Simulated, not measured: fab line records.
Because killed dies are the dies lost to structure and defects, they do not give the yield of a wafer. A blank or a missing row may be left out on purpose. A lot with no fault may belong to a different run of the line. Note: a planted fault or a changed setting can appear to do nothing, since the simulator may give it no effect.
fab line records + flow n5-finfet
record:
- lots: 6
- wafers: 17
- last-day: 19
route steps=1938 shown BEOL_M1@821 BEOL_M4@1111
lots that met no fault: taken from a fault-free run of the same line
start-h: hours from the record's first day to the start of the lot's first wafer shown + wait-h: time in hours since the lot's previous step + " repeats the value in the row above + L1.1+2: a single row standing in for several wafers + - either no value or no given start + * or withheld: withheld + < > ~ a bound
route shown NAME@n: NAME is a module with steps in the file, n the number in the route of the first one + usual: mean/standard deviation taken from wafers without a fault + same: alike in all rows + chamber/n: place in a boat + sites: readings site by site + _std_site: the values' standard deviation + _edge_site: inner sites' mean taken away from outer sites' mean + radius-mm: for every site, how far away it sits from the centre of the wafer + mask NAME#n: copy n + behind: the tool/chamber that last shaped the wafer + hold: the reason the lot was held/the length of the hold in hours/how it ended + device: names the non-switching transistor (n, p or np) + end of line: the tests these same wafers got at the end of their route + a step without rows: its recipe alone + killed: the dies lost at the first sort to structure and to defects; this is not the yield of the wafer + map: shows each die of a wafer: x if killed, . if not, _ if none is there
set.NAME: the setting that was run; set.NAME@STEP: the one run at that earlier step + model.NAME: the simulator's own value behind a step, which no gauge read
a table for each step, a row for each wafer; lots at some steps of the route
services: when a tool's chamber went out of use (start-h, in hours from the record's first day, below 0 if earlier), for how many hours, and the reason
== steps ==
step: N5_BEOL_M1_ANNEAL_87
recipe:
- temp-c: 400
- time-s: 240
- ambient: vacuum
step: N5_BEOL_M1_SPUTTER_88
recipe:
- material: Cu
- target-thk-a: 45
- temp-c: -20
- chamber-pressure-pa: 0.07
- power-w: withheld
- time-s: 8.29
step: N5_BEOL_M1_ANNEAL_89
recipe:
- temp-c: 400
- time-s: 240
- ambient: vacuum
usual:
- heater-power-w: 855/83
| lot.wafer | tool           | chamber | start-h | wait-h | heater-power-w |
|-----------|----------------|---------|---------|--------|----------------|
| L998.2    | pvd-sputter-03 | -       | 160.01  | 0.0    | 800            |
| L998.3    | "              | -       | "       | "      | 715            |
| L998.6    | "              | -       | "       | "      | 991            |
| L999.4    | pvd-sputter-03 | -       | 163.22  | 0.1    | 818            |
| L999.5    | "              | -       | "       | "      | 738            |
| L999.6    | "              | -       | "       | "      | 996            |
| L100.3    | pvd-sputter-02 | -       | 169.43  | 0.0    | 907            |
| L100.6    | "              | -       | "       | "      | 884            |
| L109.1    | pvd-sputter-03 | -       | 243.92  | 0.0    | 1018           |
| L109.4    | "              | -       | "       | "      | 752            |
| L109.6    | "              | -       | "       | "      | 1009           |
| L112.1    | pvd-sputter-02 | -       | 252.32  | 0.0    | 855            |
| L112.2    | "              | -       | "       | "      | 805            |
| L112.6    | "              | -       | "       | "      | 784            |
| L115.1    | pvd-sputter-01 | -       | 271.64  | 0.0    | 839            |
| L115.4    | "              | -       | "       | "      | 714            |
| L115.5    | "              | -       | "       | "      | 853            |
step: N5_BEOL_M1_SPUTTER_90
recipe:
- material: Cu
- target-thk-a: 45
- temp-c: -20
- chamber-pressure-pa: 0.07
- power-w: withheld
- time-s: 8.29
usual:
- chamber-pressure-pa: 0.07/0.00015
- chuck-gas-flow-sccm: 1.25/0.052
- throttle-valve-pct: 29.7/0.62
| lot.wafer | tool           | chamber | start-h | wait-h | chamber-pressure-pa | chuck-gas-flow-sccm | throttle-valve-pct |
|-----------|----------------|---------|---------|--------|---------------------|---------------------|--------------------|
| L998.2    | pvd-sputter-03 | -       | 160.15  | 0.1    | 0.06984             | 1.27                | 29.1               |
| L998.3    | "              | -       | "       | "      | 0.07011             | 1.26                | 30.6               |
| L998.6    | "              | -       | "       | "      | 0.07005             | 1.25                | 29.7               |
| L999.4    | pvd-sputter-03 | -       | 163.33  | 0.0    | 0.07019             | 1.28                | 29.2               |
| L999.5    | "              | -       | "       | "      | 0.06998             | 1.24                | 30.8               |
| L999.6    | "              | -       | "       | "      | 0.0699              | 1.22                | 29.8               |
| L100.3    | pvd-sputter-02 | -       | 169.57  | 0.1    | 0.06988             | 1.23                | 29.1               |
| L100.6    | "              | -       | "       | "      | 0.06982             | 1.29                | 29.2               |
| L109.1    | pvd-sputter-03 | -       | 244.06  | 0.1    | 0.0699              | 1.29                | 29.7               |
| L109.4    | "              | -       | "       | "      | 0.07005             | 1.27                | 30.4               |
| L109.6    | "              | -       | "       | "      | 0.07007             | 1.20                | 30.0               |
| L112.1    | pvd-sputter-02 | -       | 252.46  | 0.1    | 0.07018             | 1.22                | 30.2               |
| L112.2    | "              | -       | "       | "      | 0.07012             | 1.18                | 29.8               |
| L112.6    | "              | -       | "       | "      | 0.06984             | 1.19                | 30.1               |
| L115.1    | pvd-sputter-01 | -       | 271.78  | 0.1    | 0.07016             | 1.19                | 28.3               |
| L115.4    | "              | -       | "       | "      | 0.07005             | 1.28                | 30.0               |
| L115.5    | "              | -       | "       | "      | 0.0703              | 1.30                | 29.9               |
step: N5_BEOL_M1_ANNEAL_91
recipe:
- temp-c: 400
- time-s: 240
- ambient: vacuum
usual:
- heater-power-w: 852/80
| lot.wafer | tool           | chamber | start-h | wait-h | heater-power-w |
|-----------|----------------|---------|---------|--------|----------------|
| L998.2    | pvd-sputter-03 | -       | 160.23  | 0.0    | 813            |
| L998.3    | "              | -       | "       | "      | 757            |
| L998.6    | "              | -       | "       | "      | 992            |
| L999.4    | pvd-sputter-03 | -       | 163.44  | 0.1    | 817            |
| L999.5    | "              | -       | "       | "      | 738            |
| L999.6    | "              | -       | "       | "      | 990            |
| L100.3    | pvd-sputter-02 | -       | 169.65  | 0.0    | 882            |
| L100.6    | "              | -       | "       | "      | 884            |
| L109.1    | pvd-sputter-03 | -       | 244.14  | 0.0    | 1011           |
| L109.4    | "              | -       | "       | "      | 736            |
| L109.6    | "              | -       | "       | "      | 972            |
| L112.1    | pvd-sputter-02 | -       | 252.54  | 0.0    | 824            |
| L112.2    | "              | -       | "       | "      | 782            |
| L112.6    | "              | -       | "       | "      | 812            |
| L115.1    | pvd-sputter-01 | -       | 271.86  | 0.0    | 843            |
| L115.4    | "              | -       | "       | "      | 715            |
| L115.5    | "              | -       | "       | "      | 878            |
step: N5_BEOL_M1_SPUTTER_92
recipe:
- material: Cu
- target-thk-a: 45
- temp-c: -20
- chamber-pressure-pa: 0.07
- power-w: withheld
- time-s: 8.29
usual:
- chamber-pressure-pa: 0.07001/0.00014
- chuck-gas-flow-sccm: 1.25/0.05
- throttle-valve-pct: 29.7/0.6
| lot.wafer | tool           | chamber | start-h | wait-h | chamber-pressure-pa | chuck-gas-flow-sccm | throttle-valve-pct |
|-----------|----------------|---------|---------|--------|---------------------|---------------------|--------------------|
| L998.2    | pvd-sputter-03 | -       | 160.37  | 0.1    | 0.07006             | 1.33                | 29.6               |
| L998.3    | "              | -       | "       | "      | 0.06981             | 1.22                | 30.9               |
| L998.6    | "              | -       | "       | "      | 0.07005             | 1.25                | 29.9               |
| L999.4    | pvd-sputter-03 | -       | 163.55  | 0.0    | 0.06996             | 1.26                | 29.4               |
| L999.5    | "              | -       | "       | "      | 0.06983             | 1.21                | 30.9               |
| L999.6    | "              | -       | "       | "      | 0.07014             | 1.18                | 29.8               |
| L100.3    | pvd-sputter-02 | -       | 169.79  | 0.1    | 0.07001             | 1.31                | 29.0               |
| L100.6    | "              | -       | "       | "      | 0.06994             | 1.27                | 29.0               |
| L109.1    | pvd-sputter-03 | -       | 244.28  | 0.1    | 0.0699              | 1.17                | 29.6               |
| L109.4    | "              | -       | "       | "      | 0.07023             | 1.27                | 30.9               |
| L109.6    | "              | -       | "       | "      | 0.07022             | 1.22                | 29.8               |
| L112.1    | pvd-sputter-02 | -       | 252.68  | 0.1    | 0.06986             | 1.16                | 30.3               |
| L112.2    | "              | -       | "       | "      | 0.07018             | 1.26                | 29.9               |
| L112.6    | "              | -       | "       | "      | 0.0701              | 1.27                | 29.9               |
| L115.1    | pvd-sputter-01 | -       | 272.00  | 0.1    | 0.07017             | 1.34                | 28.1               |
| L115.4    | "              | -       | "       | "      | 0.07003             | 1.28                | 30.3               |
| L115.5    | "              | -       | "       | "      | 0.06988             | 1.28                | 30.1               |
step: N5_BEOL_M1_ANNEAL_93
recipe:
- temp-c: 400
- time-s: 240
- ambient: vacuum
usual:
- heater-power-w: 856/83
| lot.wafer | tool           | chamber | start-h | wait-h | heater-power-w |
|-----------|----------------|---------|---------|--------|----------------|
| L998.2    | pvd-sputter-03 | -       | 160.45  | 0.0    | 811            |
| L998.3    | "              | -       | "       | "      | 728            |
| L998.6    | "              | -       | "       | "      | 990            |
| L999.4    | pvd-sputter-03 | -       | 163.66  | 0.1    | 826            |
| L999.5    | "              | -       | "       | "      | 761            |
| L999.6    | "              | -       | "       | "      | 1019           |
| L100.3    | pvd-sputter-02 | -       | 169.87  | 0.0    | 882            |
| L100.6    | "              | -       | "       | "      | 897            |
| L109.1    | pvd-sputter-03 | -       | 244.36  | 0.0    | 995            |
| L109.4    | "              | -       | "       | "      | 748            |
| L109.6    | "              | -       | "       | "      | 1008           |
| L112.1    | pvd-sputter-02 | -       | 252.76  | 0.0    | 814            |
| L112.2    | "              | -       | "       | "      | 795            |
| L112.6    | "              | -       | "       | "      | 812            |
| L115.1    | pvd-sputter-01 | -       | 272.08  | 0.0    | 827            |
| L115.4    | "              | -       | "       | "      | 703            |
| L115.5    | "              | -       | "       | "      | 864            |
step: N5_BEOL_M1_SPUTTER_94
recipe:
- material: Cu
- target-thk-a: 45
- temp-c: -20
- chamber-pressure-pa: 0.07
- power-w: withheld
- time-s: 8.29
step: N5_BEOL_M1_ANNEAL_95
recipe:
- temp-c: 400
- time-s: 240
- ambient: vacuum
step: N5_BEOL_M1_SPUTTER_96
recipe:
- material: Cu
- target-thk-a: 45
- temp-c: -20
- chamber-pressure-pa: 0.07
- power-w: withheld
- time-s: 8.29
step: N5_BEOL_M1_ECD_50
recipe:
- material: Cu
- target-thk-a: 3000
step: N5_BEOL_M1_ANNEAL_51
recipe:
- temp-c: 225
- time-s: 90
- ambient: N2
step: N5_BEOL_M1_CMP_52
recipe:
- stop-on: SiOC
- t-overpolish-s: 6.8
- down-force-psi: 1
- platen-rpm: 50
- clearing-platen-down-force-psi: 1.5
- clearing-platen-rpm: 50
- post-cmp-clean: cu-alkaline
- target-thk-nm: 40
- clearing-platen-pad-velocity-m-s: 0.99484
- pad-velocity-m-s: 0.99484
usual:
- barrier-field-endpoint-s: 24.7/0.58
- head-pressure-psi: 1.0001/0.0022
- motor-current-A: 6.0/0.46
- overpolish-run-s: 6.799/0.0082
- time-to-endpoint-s: 62.0/2.9
| lot.wafer | tool   | chamber | start-h | wait-h | barrier-field-endpoint-s | head-pressure-psi | motor-current-A | overpolish-run-s | time-to-endpoint-s |
|-----------|--------|---------|---------|--------|--------------------------|-------------------|-----------------|------------------|--------------------|
| L998.3    | cmp-02 | 3       | 161.44  | 0.3    | 41.1                     | 0.3346            | 4.8             | 0.042            | 56.2               |
| L998.2    | "      | 0       | "       | "      | 41.1                     | 0.3300            | 5.0             | 0.042            | 61.3               |
| L998.6    | "      | 2       | "       | "      | 41.1                     | 0.3381            | 4.7             | 0.042            | 62.7               |
| L999.4    | cmp-03 | 0       | 164.49  | 0.2    | 24.7                     | 1.0024            | 6.5             | 6.803            | 65.9               |
| L999.6    | "      | 3       | "       | "      | 25.9                     | 1.0020            | 6.1             | 6.802            | 66.2               |
| L999.5    | "      | 0       | "       | "      | 24.7                     | 1.0024            | 6.8             | 6.809            | 66.4               |
| L100.3    | cmp-02 | 2       | 170.84  | 0.3    | 41.1                     | 0.3305            | 4.6             | 0.033            | 68.0               |
| L100.6    | "      | 3       | "       | "      | 41.1                     | 0.3338            | 5.0             | 0.039            | 57.8               |
| L109.4    | cmp-04 | 2       | 245.21  | 0.1    | 24.0                     | 0.9998            | 5.7             | 6.806            | 58.2               |
| L109.1    | "      | 1       | "       | "      | 25.2                     | 0.9955            | 5.5             | 6.793            | 61.2               |
| L109.6    | "      | 3       | "       | "      | 24.5                     | 0.9995            | 5.9             | 6.804            | 60.6               |
| L112.2    | cmp-04 | 1       | 254.31  | 0.9    | 25.1                     | 1.0006            | 5.4             | 6.789            | 67.3               |
| L112.1    | "      | 3       | "       | "      | 23.6                     | 0.9999            | 5.9             | 6.794            | 60.8               |
| L112.6    | "      | 1       | "       | "      | 25.4                     | 0.9988            | 5.4             | 6.802            | 67.5               |
| L115.4    | cmp-03 | 3       | 272.97  | 0.2    | 24.1                     | 1.0021            | 6.0             | 6.792            | 61.3               |
| L115.1    | "      | 0       | "       | "      | 24.3                     | 1.0013            | 6.3             | 6.798            | 64.3               |
| L115.5    | "      | 3       | "       | "      | 24.5                     | 1.0007            | 6.4             | 6.790            | 60.0               |
step: N5_BEOL_M4_RC_MEAS_101
usual:
- DIBL_N: 36.0/1.9
- DIBL_P: 35.6/2.2
- IOFF_N: 0.15/0.031
- IOFF_P: 0.19/0.032
- ION_N: 668/11
- ION_P: 455/7.2
- SS_N: 71.5/0.65
- SS_P: 73.4/0.64
- VT_N: 251/3.6
- VT_P: -253/3.3
| lot.wafer | tool      | chamber | start-h | wait-h | DIBL_N[mV/V] | DIBL_P[mV/V] | IOFF_N[nA/um] | IOFF_P[nA/um] | ION_N[uA/um] | ION_P[uA/um] | SS_N[mV/dec] | SS_P[mV/dec] | VT_N[mV] | VT_P[mV] |
|-----------|-----------|---------|---------|--------|--------------|--------------|---------------|---------------|--------------|--------------|--------------|--------------|----------|----------|
| L998.2    | prober-01 | 0       | 216.05  | 0.2    | 37.1         | 35.6         | 0.17          | 0.21          | 679          | 466          | 71.8         | 73.8         | 248      | -252     |
| L998.3    | "         | 0       | "       | "      | 35.4         | 34.6         | 0.14          | 0.20          | 674          | 474          | 71.2         | 73.3         | 248      | -248     |
| L998.6    | "         | 0       | "       | "      | 39.3         | 39.2         | 0.23          | 0.27          | 700          | 469          | 72.6         | 74.6         | 246      | -244     |
| L100.3    | prober-01 | 0       | 241.53  | 0.3    | 37.3         | 38.6         | 0.19          | 0.22          | 679          | 465          | 72.7         | 73.5         | 245      | -250     |
| L100.6    | "         | 0       | "       | "      | 39.4         | 41.2         | 0.22          | 0.26          | 690          | 468          | 72.8         | 74.9         | 245      | -248     |
| L999.4    | prober-02 | 0       | 242.13  | 0.5    | 34.6         | 33.7         | 0.12          | 0.16          | 663          | 444          | 71.3         | 73.2         | 256      | -254     |
| L999.5    | "         | 0       | "       | "      | 32.3         | 32.2         | 0.10          | 0.14          | 647          | 446          | 71.1         | 72.6         | 259      | -256     |
| L999.6    | "         | 0       | "       | "      | 34.6         | 33.3         | 0.12          | 0.16          | 641          | 442          | 71.9         | 72.5         | 256      | -255     |
| L109.1    | prober-01 | 0       | 305.61  | 0.0    | 37.3         | 40.1         | 0.18          | 0.23          | 659          | 450          | 72.7         | 75.0         | 249      | -251     |
| L109.4    | "         | 0       | "       | "      | 36.8         | 37.6         | 0.17          | 0.18          | 673          | 447          | 71.9         | 72.8         | 249      | -256     |
| L109.6    | "         | 0       | "       | "      | 33.6         | 34.6         | 0.13          | 0.15          | 657          | 451          | 71.3         | 72.6         | 253      | -257     |
| L112.1    | prober-02 | 0       | 313.66  | 0.0    | 39.0         | 37.8         | 0.18          | 0.21          | 668          | 457          | 71.8         | 74.2         | 249      | -252     |
| L112.2    | "         | 0       | "       | "      | 36.6         | 35.2         | 0.15          | 0.18          | 674          | 453          | 70.4         | 73.2         | 252      | -253     |
| L112.6    | "         | 0       | "       | "      | 36.7         | 35.5         | 0.15          | 0.18          | 682          | 458          | 71.2         | 73.5         | 252      | -255     |
| L115.1    | prober-02 | 0       | 325.81  | 0.0    | 39.4         | 40.4         | 0.24          | 0.31          | 692          | 473          | 73.1         | 74.7         | 244      | -243     |
| L115.4    | "         | 0       | "       | "      | 37.2         | 36.9         | 0.18          | 0.23          | 681          | 465          | 72.0         | 73.5         | 248      | -248     |
| L115.5    | "         | 0       | "       | "      | 36.8         | 36.4         | 0.17          | 0.22          | 673          | 456          | 72.0         | 73.3         | 248      | -249     |
== services ==
| tool           | chamber | start-h | hours | kind                           |
|----------------|---------|---------|-------|--------------------------------|
| cmp-02         | -       | 142.05  | 4.5   | pm                             |
| pvd-sputter-01 | -       | 143.27  | 4.6   | repair                         |
| cmp-02         | -       | 165.29  | 0.4   | repair                         |
| cmp-02         | -       | 165.99  | 4.0   | pm                             |
| cmp-02         | -       | 169.99  | -     | consumable-replace:conditioner |
| cmp-02         | -       | 169.99  | -     | consumable-replace:pad         |
| cmp-02         | -       | 180.29  | 3.1   | pm                             |
| cmp-02         | -       | 228.00  | 4.7   | repair                         |
| cmp-03         | -       | 238.14  | 4.0   | pm                             |
| cmp-03         | -       | 242.14  | -     | consumable-replace:conditioner |
| cmp-03         | -       | 242.14  | -     | consumable-replace:pad         |
| cmp-03         | -       | 257.10  | 0.3   | repair                         |
== key ==
first-sign:
- step: N5_BEOL_M1_CMP_52
- reading: overpolish-run-s
- direction: down
- sigmas: 99+
- usual: 6.799
- struck: 0.040
effect:
- step: N5_BEOL_M1_CMP_52
- reading: head-pressure-psi
- direction: down
- sigmas: 99+
- usual: 1.0001
- struck: 0.3334
met-at N5_BEOL_M1_CMP_52
struck-wafers L998.2,L998.3,L998.6,L100.3,L100.6
fault:
- kind: process-parameter-drift
- tool: cmp-02
- chamber: -
- onset-h: 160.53
- steps: N5_BEOL_M1_CMP_52
- channel: down-force-psi
- offset: -0.66598
- shape: step
- acts-in: these-recipes-only
- stated: 1
